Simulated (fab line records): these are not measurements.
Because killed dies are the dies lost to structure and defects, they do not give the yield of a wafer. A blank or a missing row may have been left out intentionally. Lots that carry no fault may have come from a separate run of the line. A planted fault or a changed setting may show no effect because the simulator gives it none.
Which tool is to blame? | flow nandHarc | Sampling: 6 lots, 18 wafers, 4 of 1302 route steps

== WHAT THE GAUGES SHOWED, per wafer ==
NHARC_P_GATE_CD_MEAS_59: the cd target is 720 nm.
lot  | measured     | on       | cdNm (nm)
L329 | day 6 08:40  | cdSem-03 | 722.2 719.4 721.3
L334 | day 8 19:50  | cdSem-01 | 711.4 711.3 711.0
L338 | day 10 07:19 | cdSem-02 | 720.4 717.9 720.7
L344 | day 12 12:57 | cdSem-02 | 719.2 718.8 719.8
L346 | day 13 19:35 | cdSem-02 | 720.8 720.2 720.6
L350 | day 15 03:50 | cdSem-03 | 720.5 721.0 721.0

== EACH LOT AND THE TOOL THAT RAN IT (in order: tool; ch and the chambers of the sampled wafers; start) ==
lot  | NHARC_P_GATE_ETCH_32            | NHARC_P_GATE_STRIP_111              | NHARC_P_GATE_EXPOSE_56
L329 | rieSi-06 ch 0,2, day 5 19:36    | plasmaAsher-01 ch 0,1, day 6 07:29  | krfScanner-01 ch 0, day 6 08:31
L334 | rieSi-04 ch 1,2,3, day 8 06:47  | plasmaAsher-02 ch 0,1, day 8 18:36  | krfScanner-01 ch 0, day 8 19:41
L338 | rieSi-06 ch 0,2,3, day 9 18:11  | plasmaAsher-02 ch 0,1, day 10 06:08 | krfScanner-03 ch 0, day 10 07:09
L344 | rieSi-04 ch 1,3, day 11 23:49   | plasmaAsher-01 ch 1, day 12 11:46   | krfScanner-03 ch 0, day 12 12:48
L346 | rieSi-02 ch 0,1,2, day 13 04:34 | plasmaAsher-02 ch 0,1, day 13 18:29 | krfScanner-02 ch 0, day 13 19:26
L350 | rieSi-02 ch 1,2,3, day 14 14:32 | plasmaAsher-02 ch 0,1, day 15 02:40 | krfScanner-03 ch 0, day 15 03:40
- NHARC_P_GATE_ETCH_32: etches the open film in HBr/Cl2, target depth 150 nm, time 100.1 s.
- NHARC_P_GATE_STRIP_111: strips in N2/H2, time 250 s.
- NHARC_P_GATE_EXPOSE_56: exposes mask P PSD, target cd 720 nm.

== THE ANSWER, worked out from the rows above alone ==
Rule: the lots themselves supply what counts as usual. The widest of any qualifying gaps counts: lots, ordered by their means at a reading, are off when they make up no more than a third of the lots, leave a main group of 4 or more, and stand apart from it by 3 or more times the standard deviation of that group's means. If all means in a main group match to the digits the tables above print for the reading, that group is not used. A lot without any number at a reading at which 4 lots or more have one is off too. Any other lot the step has rows for is counted as sound.
Off, at NHARC_P_GATE_CD_MEAS_59 on cdNm: L334. The main group has a mean of 720.3 nm with a standard deviation of 0.67.
If a tool, at a process step before that reading, ran all the lots that are off and no sound lot after the first of them, it fits. The gauges at NHARC_P_GATE_CD_MEAS_59 are tried like those tools. Undecided on this evidence; 2 tools fit (krfScanner-01 at NHARC_P_GATE_EXPOSE_56, cdSem-01 at NHARC_P_GATE_CD_MEAS_59).

== WHAT THE SIMULATOR PUT IN ==
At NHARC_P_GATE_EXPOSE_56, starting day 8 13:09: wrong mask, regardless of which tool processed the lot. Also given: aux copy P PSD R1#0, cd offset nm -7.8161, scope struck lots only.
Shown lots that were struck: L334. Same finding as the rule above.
